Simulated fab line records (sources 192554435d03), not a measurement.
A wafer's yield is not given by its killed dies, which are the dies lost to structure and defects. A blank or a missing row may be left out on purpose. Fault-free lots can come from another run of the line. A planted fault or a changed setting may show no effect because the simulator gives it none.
fab line records	flow n5-finfet
[record] lots = 11	wafers = 30	last-day = 16
route steps=1938 shown MOL_CONTACT_COAG@627 BEOL_M0_SAQP@634 BEOL_M4@1111 PASSIVATION@1936
lots untouched by any fault: they come from a run of this same line in which no faults occurred
start-h: start of the lot's first displayed wafer, in hours after the record's first day	wait-h: hours from the lot's prior step to this one	" unchanged from the row above	L1.1+2: a single row standing in for several wafers	- no value present, or no start provided	* or withheld: withheld	< > ~ a bound
route shown NAME@n: a module of which the file shows steps, and the number in the route of the first	usual: average and standard deviation across the fault-free wafers	same: alike in all rows	chamber/n: place in a boat	sites: per-site readings	_std_site: their standard deviation	_edge_site: inner sites' mean taken away from outer sites' mean	radius-mm: how far each site lies from the wafer's centre	mask NAME#n: copy n	behind: tool/chamber where the wafer was last shaped	hold: what put the lot on hold/how long, in hours/how the hold closed	device: the transistor (n, p or np) that didn't switch	end of line: the same wafers' tests at the end of the route	a step without rows: its recipe alone	killed: dies that structure and defects cost at the first sort, which is not the same as the wafer's yield	map: shows each die of a wafer: x if killed, . if not, _ if none is there
set.NAME: the run value of the setting; set.NAME@STEP: its run value at that earlier step	model.NAME: the simulator's own value behind a step, which no gauge read
steps of the route over a sample of lots; a table a step, a row a wafer
services: when a tool's chamber went out of use (start-h, in hours from the record's first day, below 0 if earlier), for how many hours, and the reason
[[steps]]
[step N5_MOL_CONTACT_COAG_CMP_52]
[recipe] stop-on = SiO2	t-overpolish-s = 1.5	post-cmp-clean = w-dilute-nh4oh	down-force-psi = 4	platen-rpm = 50.289	pad-velocity-m-s = 1.0006	target-thk-nm = 66.5
[usual] motor-current-A = 11.7/1.3	overpolish-run-s = 1.499/0.0089	retaining-ring-pressure-frac = 1.000/0.005	time-to-endpoint-s = 13/3.1
lot.wafer	tool	chamber	start-h	wait-h	motor-current-A	overpolish-run-s	retaining-ring-pressure-frac	time-to-endpoint-s
L137.3	cmp-01	1	107.25	0.0	13.7	1.497	1.002	17
L137.5	"	1	"	"	13.6	1.497	1.004	14
L137.6	"	2	"	"	11.7	1.503	1.003	12
L138.2	cmp-01	1	115.08	0.0	14.3	1.504	1.001	17
L138.1	"	2	"	"	12.4	1.492	1.001	15
L138.5	"	2	"	"	12.2	1.503	0.998	16
L139.3	cmp-04	0	123.21	0.0	13.1	1.499	0.993	15
L139.4	"	3	"	"	12.4	1.502	1.006	14
L139.6	"	1	"	"	10.3	1.505	1.003	20
L140.1	cmp-03	1	126.43	0.1	11.8	1.504	1.000	13
L140.5	"	0	"	"	13.6	1.482	1.001	11
L143.1	cmp-03	0	142.55	0.0	13.1	1.507	0.988	11
L143.2	"	2	"	"	11.6	1.508	0.996	17
L143.6	"	0	"	"	13.3	1.512	1.006	12
L145.4	cmp-01	0	153.29	0.1	9.3	1.499	0.998	10
L145.5	"	3	"	"	9.9	1.507	1.002	12
L145.6	"	0	"	"	9.7	1.484	1.000	13
L146.4	cmp-04	3	159.47	0.1	12.2	1.497	1.009	11
L146.6	"	2	"	"	11.4	1.493	0.996	15
L146.5	"	3	"	"	12.5	1.499	1.006	15
L148.3	cmp-04	1	176.74	0.1	10.7	1.479	0.999	17
L148.6	"	3	"	"	12.3	1.515	1.006	13
L149.5	cmp-03	3	183.16	0.2	12.3	1.494	1.001	7
L149.6	"	0	"	"	13.6	1.503	1.006	10
L155.2	cmp-04	2	213.02	0.1	10.7	1.493	0.998	16
L155.3	"	3	"	"	12.4	1.491	1.008	13
L155.1	"	0	"	"	12.8	1.491	0.996	12
L156.2	cmp-03	3	220.91	0.1	12.3	1.491	1.010	9
L156.4	"	0	"	"	13.3	1.485	1.002	11
L156.5	"	1	"	"	11.5	1.515	1.007	13
[step N5_MOL_CONTACT_COAG_THK_MEAS_53]
[recipe] reads = SiO2_of_MOL_CONTACT_COAG_PECVD_31
[usual] VIA_MOL_THK = 44.0/0.74
lot.wafer	tool	chamber	start-h	wait-h	VIA_MOL_THK[nm]
L137.3	film-metro-01	-	107.54	-	44.8
L137.5	"	-	"	"	44.3
L137.6	"	-	"	"	45.9
L138.1	film-metro-01	-	115.37	-	44.1
L138.2	"	-	"	"	43.3
L138.5	"	-	"	"	44.6
L139.3	film-metro-02	-	123.50	-	44.6
L139.4	"	-	"	"	45.6
L139.6	"	-	"	"	44.7
L140.1	film-metro-02	-	126.69	-	44.3
L140.5	"	-	"	"	45.3
L143.1	film-metro-01	-	142.84	-	44.1
L143.2	"	-	"	"	44.3
L143.6	"	-	"	"	45.3
L145.4	film-metro-02	-	153.56	-	45.5
L145.5	"	-	"	"	45.2
L145.6	"	-	"	"	45.7
L146.4	film-metro-01	-	159.73	-	44.4
L146.5	"	-	"	"	43.7
L146.6	"	-	"	"	43.6
L148.3	film-metro-01	-	176.93	-	43.2
L148.6	"	-	"	"	43.7
L149.5	film-metro-01	-	183.31	-	43.7
L149.6	"	-	"	"	44.6
L155.1	film-metro-02	-	213.28	-	43.4
L155.2	"	-	"	"	43.8
L155.3	"	-	"	"	43.0
L156.2	film-metro-02	-	221.13	-	42.8
L156.4	"	-	"	"	44.0
L156.5	"	-	"	"	44.7
[step N5_BEOL_M0_SAQP_HM_DEP_02]
[recipe] material = TiN	target-thk-a = 120	temp-c = 25	chamber-pressure-pa = 0.49996
[usual] throttle-valve-pct = 30.3/1.4
lot.wafer	tool	chamber	start-h	wait-h	throttle-valve-pct
L137.3	pvd-sputter-03	-	111.75	0.8	33.0
L137.5	"	-	"	"	33.0
L137.6	"	-	"	"	31.8
L138.1	pvd-sputter-02	-	119.03	0.2	28.6
L138.2	"	-	"	"	30.5
L138.5	"	-	"	"	31.8
L139.3	pvd-sputter-01	-	127.57	0.6	28.7
L139.4	"	-	"	"	29.2
L139.6	"	-	"	"	29.1
L140.1	pvd-sputter-03	-	131.62	1.5	33.2
L140.5	"	-	"	"	32.0
L143.1	pvd-sputter-02	-	146.62	0.4	31.6
L143.2	"	-	"	"	30.6
L143.6	"	-	"	"	30.8
L145.4	pvd-sputter-03	-	160.97	1.1	29.9
L145.5	"	-	"	"	29.3
L145.6	"	-	"	"	30.0
L146.4	pvd-sputter-03	-	163.21	0.1	29.7
L146.5	"	-	"	"	29.9
L146.6	"	-	"	"	29.2
L148.3	pvd-sputter-03	-	181.07	0.7	29.9
L148.6	"	-	"	"	30.2
L149.5	pvd-sputter-01	-	186.95	0.2	28.9
L149.6	"	-	"	"	29.1
L155.1	pvd-sputter-03	-	219.25	2.5	32.0
L155.2	"	-	"	"	29.2
L155.3	"	-	"	"	29.7
L156.2	pvd-sputter-02	-	225.62	1.1	28.9
L156.4	"	-	"	"	31.6
L156.5	"	-	"	"	30.6
[step N5_BEOL_M0_SAQP_PEB_12]
[recipe] peb-temp-c = withheld	peb-time-s = 60	resist = CAR-ArF
lot.wafer	tool	chamber	start-h	wait-h
L137.3+5+6	litho-track-02	0	112.37	0.0
L138.1+2+5	litho-track-03	0	119.69	0.1
L139.3+4+6	litho-track-01	0	128.32	0.0
L140.1+5	litho-track-02	0	132.24	0.1
L143.1+2+6	litho-track-02	0	147.48	0.1
L145.4+5+6	litho-track-02	0	161.73	0.0
L146.4+5+6	litho-track-03	0	163.84	0.0
L148.3+6	litho-track-02	0	181.82	0.0
L149.5+6	litho-track-02	0	187.67	0.0
L155.1+2+3	litho-track-03	0	220.11	0.1
L156.2+4+5	litho-track-03	0	226.46	0.0
[step N5_BEOL_M0_SAQP_CD_MEAS_14]
[recipe] target-cd-nm = 42.5	landing-energy-ev = 500	detector = se-inlens
[usual] cd-nm = 42.2/0.37
lot.wafer	tool	chamber	start-h	wait-h	cd-nm
L137.3	cd-sem-02	0	112.44	-	42.3
L137.5	"	0	"	"	41.9
L137.6	"	0	"	"	42.6
L138.1	cd-sem-02	0	119.76	-	42.6
L138.2	"	0	"	"	42.6
L138.5	"	0	"	"	42.2
L139.3	cd-sem-01	0	128.39	-	42.0
L139.4	"	0	"	"	41.7
L139.6	"	0	"	"	42.9
L140.1	cd-sem-02	0	132.31	-	42.6
L140.5	"	0	"	"	42.0
L143.1	cd-sem-03	0	147.55	-	42.5
L143.2	"	0	"	"	42.3
L143.6	"	0	"	"	41.8
L145.4	cd-sem-02	0	161.79	-	42.4
L145.5	"	0	"	"	42.2
L145.6	"	0	"	"	40.2
L146.4	cd-sem-01	0	163.91	-	42.2
L146.5	"	0	"	"	42.6
L146.6	"	0	"	"	42.2
L148.3	cd-sem-01	0	181.89	-	40.6
L148.6	"	0	"	"	40.6
L149.5	cd-sem-01	0	187.73	-	42.2
L149.6	"	0	"	"	40.1
L155.1	cd-sem-02	0	220.18	-	42.2
L155.2	"	0	"	"	41.9
L155.3	"	0	"	"	42.2
L156.2	cd-sem-02	0	226.53	-	42.3
L156.4	"	0	"	"	42.0
L156.5	"	0	"	"	41.9
[step N5_BEOL_M4_RC_MEAS_101]
[usual] DIBL_N = 35.0/2.4	DIBL_P = 35.4/2.8	IOFF_N = 0.14/0.045	IOFF_P = 0.20/0.048	ION_N = 667/19	ION_P = 460/11	SS_N = 71.2/0.71	SS_P = 73.1/0.86	VT_N = 252/4.6	VT_P = -251/3.4
lot.wafer	tool	chamber	start-h	wait-h	DIBL_N[mV/V]	DIBL_P[mV/V]	IOFF_N[nA/um]	IOFF_P[nA/um]	ION_N[uA/um]	ION_P[uA/um]	SS_N[mV/dec]	SS_P[mV/dec]	VT_N[mV]	VT_P[mV]
L137.3	prober-02	0	172.56	0.3	36.5	37.5	0.17	0.24	679	464	71.8	73.7	250	-249
L137.5	"	0	"	"	33.4	33.1	0.12	0.17	663	456	70.4	72.9	253	-252
L137.6	"	0	"	"	36.5	38.6	0.18	0.25	687	474	72.3	74.1	248	-248
L138.1	prober-01	0	175.98	0.0	33.2	32.2	0.12	0.18	673	469	70.8	72.8	252	-250
L138.2	"	0	"	"	37.2	35.9	0.19	0.24	680	459	72.0	73.8	247	-247
L138.5	"	0	"	"	36.4	34.9	0.16	0.21	650	453	72.1	73.5	252	-248
L139.3	prober-02	0	182.25	0.3	37.4	38.2	0.21	0.25	689	473	72.0	73.7	246	-248
L139.4	"	0	"	"	37.7	37.8	0.21	0.24	677	462	71.7	74.5	246	-248
L139.6	"	0	"	"	38.5	39.6	0.21	0.27	676	464	71.7	74.2	247	-248
L140.1	prober-01	0	185.52	0.0	39.1	41.1	0.22	0.29	697	481	73.0	74.9	247	-246
L140.5	"	0	"	"	42.2	45.0	0.32	0.39	706	481	72.5	75.2	239	-243
L143.1	prober-02	0	204.79	0.0	35.1	33.5	0.12	0.18	644	447	71.4	72.5	254	-253
L143.2	"	0	"	"	37.5	37.5	0.18	0.23	682	466	71.3	74.2	248	-246
L143.6	"	0	"	"	36.2	37.8	0.16	0.27	666	462	71.3	73.7	251	-248
L145.4	prober-02	0	212.77	0.5	33.0	34.0	0.11	0.16	653	447	71.5	72.6	256	-253
L145.5	"	0	"	"	36.3	37.1	0.16	0.20	671	453	72.5	73.0	251	-250
L145.6	"	0	"	"	32.5	33.9	0.10	0.16	642	447	70.7	72.7	259	-255
L146.4	prober-02	0	227.12	0.5	34.3	34.2	0.13	0.17	663	458	71.1	72.9	251	-251
L146.5	"	0	"	"	30.9	31.0	0.09	0.13	653	452	69.9	71.7	259	-255
L146.6	"	0	"	"	33.7	33.4	0.12	0.16	652	451	70.4	72.2	254	-253
L148.3	prober-02	0	239.04	0.3	32.4	33.3	0.12	0.17	661	462	70.8	72.3	253	-253
L148.6	"	0	"	"	35.7	38.3	0.16	0.24	665	465	71.5	73.6	250	-250
L149.5	prober-01	0	239.13	0.6	34.4	32.6	0.11	0.14	662	457	70.9	72.1	255	-254
L149.6	"	0	"	"	39.4	38.4	0.18	0.22	683	460	72.2	73.1	246	-250
L155.1	prober-02	0	276.89	0.3	39.2	41.4	0.22	0.33	688	483	71.9	74.8	243	-246
L155.2	"	0	"	"	34.4	30.3	0.11	0.14	631	437	71.8	72.3	258	-258
L155.3	"	0	"	"	37.5	36.4	0.17	0.21	666	456	71.4	74.4	249	-252
L156.2	prober-01	0	282.32	0.2	31.2	31.0	0.07	0.13	635	448	70.2	72.3	263	-256
L156.4	"	0	"	"	35.9	34.0	0.13	0.16	634	435	71.8	72.8	257	-255
L156.5	"	0	"	"	32.0	33.4	0.08	0.18	628	445	71.0	72.4	260	-252
[step N5_PASSIVATION_PROBE_49]
[usual] defect-limited-yield = 91.7/1.4	killed_at_M0_to_M3 = 32/9.7	killed_at_M4_up = 14/5.5	killed-at-contacts = 13/6.1	killed-at-front-end = 35/10	killed-at-other = 4.2/2.9	killed-dies = 98/17	killed-on-rim = 13/4.2	killed-open = 63/12	killed-short = 32/7.7	sort_bin_4_leakage = 0.0/0.33	sort_bin_5_function = 4.8/0.9	sort_bin_6_memory = 3.1/0.63	sort_bin_8_speed = 1/3.3	sort-n-pass = 1073/41	sort-yield-pct = 91/3.5
[same] gross-dies = 1180	killed-at-back-side = 0
lot.wafer	tool	chamber	start-h	wait-h	defect-limited-yield[%]	killed_at_M0_to_M3	killed_at_M4_up	killed-at-contacts	killed-at-front-end	killed-at-other	killed-dies	killed-on-rim	killed-open	killed-short	sort_bin_4_leakage[%]	sort_bin_5_function[%]	sort_bin_6_memory[%]	sort_bin_8_speed[%]	sort-n-pass	sort-yield-pct[%]
L138.1	prober-02	-	276.29	0.0	89.7	28	28	11	48	7	122	17	74	42	0	6.0	3.7	0	1058	90
L138.2	prober-02	-	276.34	0.1	93.0	13	23	8	34	5	83	9	53	28	0	4.3	2.5	0	1097	93
L138.5	prober-02	-	276.49	0.2	91.3	34	23	13	29	4	103	21	62	39	0	5.0	3.5	0	1076	91
L137.3	prober-02	-	279.18	0.1	92.9	25	9	12	38	0	84	8	56	26	0	4.6	2.4	0	1096	93
L137.5	prober-02	-	279.28	0.2	91.4	26	9	20	42	4	101	15	71	27	0	5.3	3.0	0	1079	91
L137.6	prober-02	-	279.33	0.3	90.3	37	18	15	40	4	114	17	69	34	0	5.9	2.5	0	1066	90
L139.3	prober-01	-	287.71	0.1	92.5	39	11	11	25	3	89	13	56	29	0	3.9	3.2	0	1091	92
L139.4	prober-01	-	287.76	0.2	90.5	45	15	16	25	11	112	13	80	27	0	5.4	3.9	0	1068	91
L139.6	prober-01	-	287.86	0.3	91.2	41	9	10	39	5	104	19	68	35	0	5.3	3.2	0	1076	91
L140.1	prober-02	-	291.48	0.0	89.3	53	17	15	37	4	126	15	82	44	0	6.5	4.0	0	1054	89
L140.5	prober-02	-	291.68	0.2	90.4	47	6	18	40	2	113	16	76	36	1.7	5.8	3.4	0	1047	89
L143.1	prober-01	-	305.58	0.0	93.6	28	10	5	30	3	76	9	51	23	0	4.1	2.0	0	1104	94
L143.2	prober-01	-	305.63	0.1	91.5	58	14	1	27	0	100	14	47	47	0	5.3	2.7	0	1080	92
L143.6	prober-01	-	305.83	0.3	93.0	25	7	5	40	6	83	7	45	36	0	3.6	3.1	0	1097	93
L146.4	prober-02	-	319.86	0.2	91.5	31	8	14	43	4	100	10	68	31	0	5.1	3.0	0	1080	92
L146.5	prober-02	-	319.91	0.2	90.0	42	9	15	49	3	118	17	76	38	0	5.4	4.0	0	1062	90
L146.6	prober-02	-	319.96	0.3	88.8	40	19	19	49	5	132	15	82	46	0	6.8	3.8	0	1048	89
L145.4	prober-01	-	321.73	0.2	91.7	25	9	10	47	7	98	19	62	30	0	5.3	2.9	0	1082	92
L145.5	prober-01	-	321.78	0.2	92.7	32	8	10	33	3	86	10	58	28	0	4.3	2.5	0	1094	93
L145.6	prober-01	-	321.83	0.3	91.1	41	7	20	31	6	105	17	59	45	0	5.7	2.5	0	1074	91
L149.5	prober-02	-	342.25	0.2	93.6	27	6	8	29	6	76	9	50	25	0	3.1	3.2	0	1104	94
L149.6	prober-02	-	342.30	0.3	91.2	32	12	5	47	8	104	7	69	33	0	4.5	4.1	0	1076	91
L148.3	prober-02	-	346.98	0.1	93.7	20	16	7	29	2	74	11	47	24	0	4.0	2.0	0	1106	94
L148.6	prober-02	-	347.13	0.3	92.5	34	11	15	29	0	89	12	54	34	0	3.9	3.1	0	1091	92
L155.1	prober-02	-	383.03	0.0	90.5	42	9	15	43	3	112	16	75	37	0	5.6	3.5	0	1068	91
L155.2	prober-02	-	383.08	0.1	91.9	35	12	9	36	3	95	23	61	34	0	5.1	2.7	12	948	80
L155.3	prober-02	-	383.13	0.1	91.9	34	9	3	46	3	95	9	56	37	0	3.7	3.7	0	1085	92
L156.2	prober-01	-	389.29	0.1	93.0	31	11	18	22	1	83	13	51	32	0	3.7	3.1	2	1075	91
L156.4	prober-01	-	389.39	0.2	92.8	38	14	8	22	3	85	9	60	25	0	3.8	3.1	6	1025	87
L156.5	prober-01	-	389.44	0.2	92.0	28	13	17	34	2	94	9	57	37	0	4.8	2.9	21	844	72
// killed by level:class
L138.1 BEOL_M4:geometric-particle:open=11 MOL_CONTACT_COAG:geometric-particle:open=10 STI_FIN_REVEAL:geometric-particle:open=8 BEOL_M0_SAQP:geometric-particle:short=8 DUMMY_GATE:geometric-particle:open=7 BEOL_M5:geometric-particle:open=6 MIM_TOP_ETCH:geometric-particle:short=6 FIN_SAQP:geometric-particle:short=5
L138.2 BEOL_M4:geometric-particle:open=14 STI_FIN_REVEAL:geometric-particle:open=8 FIN_SAQP:geometric-particle:short=6 MOL_CONTACT_COAG:geometric-particle:open=5 FIN_SAQP:geometric-particle:open=4 DUMMY_GATE:geometric-particle:open=4 BEOL_M0_SAQP:geometric-particle:short=4 BEOL_M0_SAQP:geometric-particle:open=4
L138.5 BEOL_M4:geometric-particle:open=15 MOL_CONTACT_COAG:geometric-particle:open=13 FIN_SAQP:geometric-particle:short=9 BEOL_M2:geometric-particle:open=9 BEOL_M1:geometric-particle:short=7 BEOL_M1:geometric-particle:open=5 BEOL_M0_SAQP:geometric-particle:short=4 DUMMY_GATE:geometric-particle:open=3
L137.3 MOL_CONTACT_COAG:geometric-particle:open=11 BEOL_M0_SAQP:geometric-particle:short=8 STI_FIN_REVEAL:geometric-particle:open=6 GATE_CUT:geometric-particle:short=5 GATE_CUT:geometric-particle:open=5 BEOL_M0_SAQP:geometric-particle:open=5 BEOL_M3:geometric-particle:open=5 STARTING-WAFER:geometric-particle:open=5
L137.5 MOL_CONTACT_COAG:geometric-particle:open=16 STI_FIN_REVEAL:geometric-particle:open=14 BEOL_M0_SAQP:geometric-particle:open=8 BEOL_M3:geometric-particle:open=5 STI_FIN_REVEAL:geometric-particle:short=4 DUMMY_GATE:geometric-particle:open=4 BEOL_M2:geometric-particle:open=4 MIM_TOP:geometric-particle:open=4
L137.6 MOL_CONTACT_COAG:geometric-particle:open=14 STI_FIN_REVEAL:geometric-particle:open=11 BEOL_M4:geometric-particle:open=11 BEOL_M3:geometric-particle:open=9 HKMG_FIN:area-etch=9 BEOL_M0_SAQP:geometric-particle:open=8 BEOL_M0_SAQP:geometric-particle:short=7 FIN_SAQP:geometric-particle:short=5
L139.3 BEOL_M0_SAQP:geometric-particle:short=10 BEOL_M0_SAQP:geometric-particle:open=9 MOL_CONTACT_COAG:geometric-particle:open=8 FIN_SAQP:geometric-particle:open=6 BEOL_M3:geometric-particle:open=6 STI_FIN_REVEAL:geometric-particle:open=5 BEOL_M2:geometric-particle:open=4 BEOL_M0:geometric-particle:open=4
L139.4 MOL_CONTACT_COAG:geometric-particle:open=15 BEOL_M0_SAQP:geometric-particle:open=13 BEOL_M2:geometric-particle:open=9 STI_FIN_REVEAL:geometric-particle:open=6 BEOL_M0_SAQP:geometric-particle:short=6 BEOL_M1:geometric-particle:open=6 BEOL_M4:geometric-particle:open=4 STARTING-WAFER:geometric-particle:short=4
L139.6 FIN_SAQP:geometric-particle:open=10 STI_FIN_REVEAL:geometric-particle:open=9 MOL_CONTACT_COAG:geometric-particle:open=8 BEOL_M0_SAQP:geometric-particle:open=8 BEOL_M2:geometric-particle:open=8 BEOL_M0_SAQP:geometric-particle:short=7 BEOL_M1:geometric-particle:open=6 FIN_SAQP:geometric-particle:short=4
L140.1 BEOL_M0_SAQP:geometric-particle:short=12 BEOL_M3:geometric-particle:open=11 MOL_CONTACT_COAG:geometric-particle:open=10 BEOL_M2:geometric-particle:open=10 FIN_SAQP:geometric-particle:short=8 BEOL_M4:geometric-particle:open=8 BEOL_M1:geometric-particle:open=8 FIN_SAQP:geometric-particle:open=7
L140.5 MOL_CONTACT_COAG:geometric-particle:open=17 FIN_SAQP:geometric-particle:short=10 BEOL_M2:geometric-particle:open=10 BEOL_M0_SAQP:geometric-particle:short=9 BEOL_M1:geometric-particle:open=9 FIN_SAQP:geometric-particle:open=8 STI_FIN_REVEAL:geometric-particle:open=8 BEOL_M0_SAQP:geometric-particle:open=6
L143.1 STI_FIN_REVEAL:geometric-particle:open=12 BEOL_M1:geometric-particle:open=8 BEOL_M0_SAQP:geometric-particle:open=5 FIN_SAQP:geometric-particle:short=4 BEOL_M2:geometric-particle:open=4 BEOL_M3:geometric-particle:open=4 FIN_SAQP:geometric-particle:open=3 MOL_CONTACT_COAG:geometric-particle:open=3
L143.2 BEOL_M0_SAQP:geometric-particle:short=24 BEOL_M0_SAQP:geometric-particle:open=9 BEOL_M3:geometric-particle:open=9 STI_FIN_REVEAL:geometric-particle:open=6 BEOL_M1:geometric-particle:open=5 FIN_SAQP:geometric-particle:short=4 BEOL_M1:geometric-particle:short=4 FIN_CUT:area-etch=4
L143.6 FIN_SAQP:geometric-particle:open=10 BEOL_M0_SAQP:geometric-particle:short=9 FIN_SAQP:geometric-particle:short=8 BEOL_M0_SAQP:geometric-particle:open=6 DUMMY_GATE:geometric-particle:open=5 MOL_CONTACT_COAG:geometric-particle:open=5 STI_FIN_REVEAL:geometric-particle:open=4 GATE_CUT:geometric-particle:open=3
L146.4 STI_FIN_REVEAL:geometric-particle:open=15 MOL_CONTACT_COAG:geometric-particle:open=12 BEOL_M1:geometric-particle:open=8 FIN_SAQP:geometric-particle:open=7 BEOL_M2:geometric-particle:open=7 BEOL_M3:geometric-particle:open=5 FIN_SAQP:geometric-particle:short=4 GATE_CUT:geometric-particle:short=4
L146.5 MOL_CONTACT_COAG:geometric-particle:open=14 STI_FIN_REVEAL:geometric-particle:open=10 BEOL_M1:geometric-particle:open=10 BEOL_M2:geometric-particle:open=9 FIN_SAQP:geometric-particle:short=7 DUMMY_GATE:geometric-particle:open=6 BEOL_M4:geometric-particle:open=5 BEOL_M0_SAQP:geometric-particle:open=5
L146.6 MOL_CONTACT_COAG:geometric-particle:open=16 BEOL_M2:geometric-particle:open=12 FIN_SAQP:geometric-particle:open=11 BEOL_M0_SAQP:geometric-particle:short=8 STARTING-WAFER:geometric-particle:short=8 BEOL_M3:geometric-particle:open=7 STI_FIN_REVEAL:geometric-particle:short=5 STI_FIN_REVEAL:geometric-particle:open=5
L145.4 DUMMY_GATE:geometric-particle:open=9 FIN_SAQP:geometric-particle:short=8 MOL_CONTACT_COAG:geometric-particle:open=6 BEOL_M3:geometric-particle:open=6 FIN_SAQP:geometric-particle:open=5 FIN_CUT:area-etch=5 MOL_CONTACT_COAG:geometric-particle:short=4 BEOL_M0_SAQP:geometric-particle:open=4
L145.5 BEOL_M1:geometric-particle:open=14 MOL_CONTACT_COAG:geometric-particle:open=9 STI_FIN_REVEAL:geometric-particle:open=7 BEOL_M3:geometric-particle:open=7 BEOL_M1:geometric-particle:short=6 FIN_SAQP:geometric-particle:open=4 DUMMY_GATE:geometric-particle:short=4 DUMMY_GATE:geometric-particle:open=4
L145.6 MOL_CONTACT_COAG:geometric-particle:open=15 BEOL_M1:geometric-particle:open=14 BEOL_M1:geometric-particle:short=8 BEOL_M0_SAQP:geometric-particle:short=6 GATE_CUT:geometric-particle:short=5 MOL_CONTACT_COAG:geometric-particle:short=5 SPACER0:geometric-particle:short=4 BEOL_M2:geometric-particle:open=4
L149.5 BEOL_M2:geometric-particle:open=11 FIN_SAQP:geometric-particle:short=7 DUMMY_GATE:geometric-particle:open=6 MOL_CONTACT_COAG:geometric-particle:open=5 BEOL_M0_SAQP:geometric-particle:open=5 BEOL_M2:geometric-particle:short=4 SPACER0:geometric-particle:open=3 ILD0:geometric-particle:open=3
L149.6 FIN_SAQP:geometric-particle:open=13 DUMMY_GATE:geometric-particle:open=9 BEOL_M2:geometric-particle:open=8 BEOL_M0_SAQP:geometric-particle:open=5 MOL_CONTACT_COAG:geometric-particle:open=5 BEOL_M1:geometric-particle:open=5 FIN_SAQP:geometric-particle:short=4 BEOL_M0_SAQP:geometric-particle:short=4
L148.3 STI_FIN_REVEAL:geometric-particle:open=13 MOL_CONTACT_COAG:geometric-particle:open=6 BEOL_M0_SAQP:geometric-particle:open=4 BEOL_M0_SAQP:geometric-particle:short=4 BEOL_M3:geometric-particle:open=4 BEOL_M4:geometric-particle:short=4 DUMMY_GATE:geometric-particle:open=3 GATE_CUT:geometric-particle:short=3
L148.6 MOL_CONTACT_COAG:geometric-particle:open=13 BEOL_M1:geometric-particle:open=8 DUMMY_GATE:geometric-particle:open=6 GATE_CUT:geometric-particle:short=6 BEOL_M0_SAQP:geometric-particle:open=5 BEOL_M0_SAQP:geometric-particle:short=5 BEOL_M1:geometric-particle:short=5 BEOL_M3:geometric-particle:open=5
L155.1 FIN_SAQP:geometric-particle:short=15 MOL_CONTACT_COAG:geometric-particle:open=13 FIN_SAQP:geometric-particle:open=12 BEOL_M0_SAQP:geometric-particle:open=12 BEOL_M0_SAQP:geometric-particle:short=9 STI_FIN_REVEAL:geometric-particle:open=7 BEOL_M3:geometric-particle:open=6 BEOL_M1:geometric-particle:open=5
L155.2 BEOL_M0_SAQP:geometric-particle:open=11 BEOL_M0_SAQP:geometric-particle:short=11 FIN_SAQP:geometric-particle:open=10 BEOL_M0:geometric-particle:open=8 FIN_SAQP:geometric-particle:short=7 MOL_CONTACT_COAG:geometric-particle:open=6 BEOL_M5:geometric-particle:open=4 STARTING-WAFER:geometric-particle:open=4
L155.3 BEOL_M0_SAQP:geometric-particle:open=12 FIN_SAQP:geometric-particle:short=9 FIN_SAQP:geometric-particle:open=9 GATE_CUT:geometric-particle:short=6 BEOL_M0:geometric-particle:open=5 DUMMY_GATE:geometric-particle:open=4 BEOL_M1:geometric-particle:open=4 STI_FIN_REVEAL:geometric-particle:open=3
L156.2 MOL_CONTACT_COAG:geometric-particle:open=15 BEOL_M0_SAQP:geometric-particle:open=9 BEOL_M0_SAQP:geometric-particle:short=7 FIN_SAQP:geometric-particle:short=6 BEOL_M4:geometric-particle:open=5 BEOL_M1:geometric-particle:open=5 GATE_CUT:geometric-particle:short=4 STARTING-WAFER:geometric-particle:open=4
L156.4 BEOL_M2:geometric-particle:open=12 BEOL_M1:geometric-particle:open=7 GATE_CUT:geometric-particle:short=6 MOL_CONTACT_COAG:geometric-particle:open=6 BEOL_M0_SAQP:geometric-particle:short=6 BEOL_M0_SAQP:geometric-particle:open=5 FIN_SAQP:geometric-particle:short=4 STI_FIN_REVEAL:geometric-particle:open=4
L156.5 MOL_CONTACT_COAG:geometric-particle:open=13 GATE_CUT:geometric-particle:short=8 BEOL_M0_SAQP:geometric-particle:short=8 GATE_CUT:geometric-particle:open=6 BEOL_M2:geometric-particle:open=6 BEOL_M0_SAQP:geometric-particle:open=5 STI_FIN_REVEAL:geometric-particle:open=4 MOL_CONTACT_COAG:geometric-particle:short=4
[[services]]
tool	chamber	start-h	hours	kind
cmp-04	-	96.01	11.8	repair
cmp-01	-	103.87	0.8	repair
cmp-01	-	111.75	2.6	repair
cmp-03	-	120.50	4.0	pm
cmp-01	-	120.74	0.5	repair
cmp-03	-	124.50	-	consumable-replace:conditioner
cmp-03	-	124.50	-	consumable-replace:pad
pvd-sputter-01	-	131.81	1.2	repair
cmp-04	-	134.27	5.4	pm
cmp-03	-	140.21	1.1	repair
cmp-01	-	144.64	0.2	repair
cmp-01	-	150.16	2.5	repair
cmp-03	-	156.23	4.1	pm
litho-track-01	-	173.34	-	consumable-replace:filter
cmp-04	-	187.07	4.0	pm
cmp-04	-	191.07	-	consumable-replace:conditioner
cmp-04	-	191.07	-	consumable-replace:pad
cmp-03	-	197.97	1.2	repair
cmp-01	-	213.75	1.4	repair
cmp-03	-	221.06	12.2	pm
[[key]]
[first-sign] step = N5_BEOL_M0_SAQP_CD_MEAS_14	reading = cd-nm	direction = down	sigmas = 5	usual = 42.2	struck = 40.4
effect none on later readings
met-at N5_BEOL_M0_SAQP_PEB_12
struck-lots L145,L148,L149
struck-wafers L145.6,L148.3,L148.6,L149.6
not-acting-at N5_MOL_CONTACT_COAG_CMP_52,N5_MOL_CONTACT_COAG_THK_MEAS_53,N5_BEOL_M0_SAQP_HM_DEP_02
onset-between 147.48 161.73
[fault] kind = process-parameter-drift	tool = litho-track-02	chamber = -	onset-h = 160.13	steps = N5_BEOL_M0_SAQP_PEB_12	channel = peb-time-s	offset = *	shape = step	end-h = 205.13	scope = struck-wafers-only	acts-in = *	stated = *
